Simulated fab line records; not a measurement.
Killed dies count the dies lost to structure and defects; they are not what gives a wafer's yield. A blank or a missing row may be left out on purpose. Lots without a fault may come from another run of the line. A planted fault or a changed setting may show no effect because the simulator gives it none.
Chamber matching :: flow n5_finfet :: 3 sister chambers for N5_HKMG_FIN_CVD_62 on thermal_cvd_si-01
The step deposits a-Si from Si2H6, target thk 3 nm, time 20.8 s. 24 wafers are shown with their chamber, then 12 later ones without.

WAFERS, EACH WITH ITS CHAMBER
wafer: L074.1
chamber: 1
heater_power_w (W): 1596

wafer: L074.3
chamber: 2
heater_power_w (W): 1330

wafer: L074.5
chamber: 2
heater_power_w (W): 1321

wafer: L076.3
chamber: 2
heater_power_w (W): 1351

wafer: L076.4
chamber: 2
heater_power_w (W): 1342

wafer: L076.6
chamber: 0
heater_power_w (W): 1551

wafer: L078.4
chamber: 0
heater_power_w (W): 1540

wafer: L078.5
chamber: 2
heater_power_w (W): 1352

wafer: L078.6
chamber: 1
heater_power_w (W): 1620

wafer: L080.2
chamber: 0
heater_power_w (W): 1528

wafer: L080.3
chamber: 1
heater_power_w (W): 1612

wafer: L080.6
chamber: 0
heater_power_w (W): 1525

wafer: L082.2
chamber: 0
heater_power_w (W): 1548

wafer: L082.4
chamber: 0
heater_power_w (W): 1580

wafer: L082.5
chamber: 1
heater_power_w (W): 1623

wafer: L084.1
chamber: 2
heater_power_w (W): 1347

wafer: L084.2
chamber: 1
heater_power_w (W): 1566

wafer: L084.4
chamber: 0
heater_power_w (W): 1555

wafer: L086.2
chamber: 1
heater_power_w (W): 1635

wafer: L086.4
chamber: 0
heater_power_w (W): 1528

wafer: L086.5
chamber: 1
heater_power_w (W): 1596

wafer: L088.4
chamber: 0
heater_power_w (W): 1528

wafer: L088.5
chamber: 2
heater_power_w (W): 1357

wafer: L088.6
chamber: 1
heater_power_w (W): 1572

SIGNATURES (means of the wafers above)
reading: heater_power_w
chamber 0: 1542.56
chamber 1: 1602.50
chamber 2: 1342.86
scatter within a chamber: 19.3
Rule: a wafer's distance from a chamber is the root of the sum, over the readings, of the square of ((its reading less the chamber's mean) divided by the reading's scatter). If the next closest chamber is less than 2 further off than the closest, the wafer can't be placed; otherwise it belongs to the closest. How the scatter is found: for the shown wafers, subtract from each reading the mean of its chamber, square and add these, divide the total by (wafers less chambers), then take the root.

WAFERS WHOSE CHAMBER IS MISSING
wafer: L090.2
heater_power_w (W): 1606

wafer: L090.3
heater_power_w (W): 1378

wafer: L090.5
heater_power_w (W): 1335

wafer: L092.2
heater_power_w (W): 1583

wafer: L092.4
heater_power_w (W): 1602

wafer: L092.5
heater_power_w (W): 1519

wafer: L094.2
heater_power_w (W): 1501

wafer: L094.3
heater_power_w (W): 1616

wafer: L094.5
heater_power_w (W): 1334

wafer: L096.1
heater_power_w (W): 1520

wafer: L096.4
heater_power_w (W): 1544

wafer: L096.6
heater_power_w (W): 1635

CHAMBER TAKEN BY EACH
wafer: L090.2
from the rows above: 1
in truth: 1

wafer: L090.3
from the rows above: 2
in truth: 2

wafer: L090.5
from the rows above: 2
in truth: 2

wafer: L092.2
from the rows above: can't be placed: 1 or 0
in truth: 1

wafer: L092.4
from the rows above: 1
in truth: 1

wafer: L092.5
from the rows above: 0
in truth: 0

wafer: L094.2
from the rows above: 0
in truth: 0

wafer: L094.3
from the rows above: 1
in truth: 1

wafer: L094.5
from the rows above: 2
in truth: 2

wafer: L096.1
from the rows above: 0
in truth: 0

wafer: L096.4
from the rows above: 0
in truth: 0

wafer: L096.6
from the rows above: 1
in truth: 1
Correctly placed: 11 of 12. These rows do not allow placing 1 (true chamber among the candidates in 1). Wrongly placed: 0.
